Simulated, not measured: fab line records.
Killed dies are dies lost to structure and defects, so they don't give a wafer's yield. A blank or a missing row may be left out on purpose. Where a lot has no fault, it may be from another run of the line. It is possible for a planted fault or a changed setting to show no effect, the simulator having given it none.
Chamber matching / flow n5Finfet / N5_BEOL_M15_ETCH_61 on rieDiel-04 has 4 sister chambers
The step etches BARC in N2/H2, target depth 89 nm, overetch 26.7 nm, time 67.9 s. 4 wafers are shown with their chamber, then 11 later ones without.

== WAFERS, EACH WITH ITS CHAMBER ==
wafer=L080.6; chamber=0; showerheadPlenumPTorr (Torr)=2.53
wafer=L085.1; chamber=1; showerheadPlenumPTorr (Torr)=2.49
wafer=L087.5; chamber=3; showerheadPlenumPTorr (Torr)=2.46
wafer=L089.1; chamber=2; showerheadPlenumPTorr (Torr)=2.72

== WAFERS MISSING THEIR CHAMBER ==
wafer=L089.5; showerheadPlenumPTorr (Torr)=2.72
wafer=L089.6; showerheadPlenumPTorr (Torr)=2.52
wafer=L090.1; showerheadPlenumPTorr (Torr)=2.46
wafer=L090.3; showerheadPlenumPTorr (Torr)=2.72
wafer=L090.6; showerheadPlenumPTorr (Torr)=2.52
wafer=L093.1; showerheadPlenumPTorr (Torr)=2.49
wafer=L093.3; showerheadPlenumPTorr (Torr)=2.46
wafer=L093.4; showerheadPlenumPTorr (Torr)=2.49
wafer=L091.1; showerheadPlenumPTorr (Torr)=2.49
wafer=L091.2; showerheadPlenumPTorr (Torr)=2.52
wafer=L091.4; showerheadPlenumPTorr (Torr)=2.45

== THE CHAMBER EACH PASSED THROUGH ==
wafer=L089.5; from the rows above=2; in truth=2
wafer=L089.6; from the rows above=0; in truth=0
wafer=L090.1; from the rows above=3; in truth=3
wafer=L090.3; from the rows above=2; in truth=2
wafer=L090.6; from the rows above=0; in truth=0
wafer=L093.1; from the rows above=1; in truth=1
wafer=L093.3; from the rows above=3; in truth=3
wafer=L093.4; from the rows above=1; in truth=1
wafer=L091.1; from the rows above=1; in truth=1
wafer=L091.2; from the rows above=0; in truth=0
wafer=L091.4; from the rows above=3; in truth=3
Placed correctly: 11 of 11. Left unplaced by these rows: 0. Wrongly placed: 0.
How it was worked out, from the rows above alone: a wafer's distance from a chamber is the root of the sum, over the readings, of the square of ((its reading less the chamber's mean) divided by the reading's scatter). If the next closest chamber is less than 2 further off than the closest, the wafer can't be placed; otherwise it belongs to the closest. A chamber's mean is the mean of its shown wafers. The scatter (one wafer shown for each chamber): square how far every hidden wafer sits from the nearest shown wafer, average those squares and take the square root.
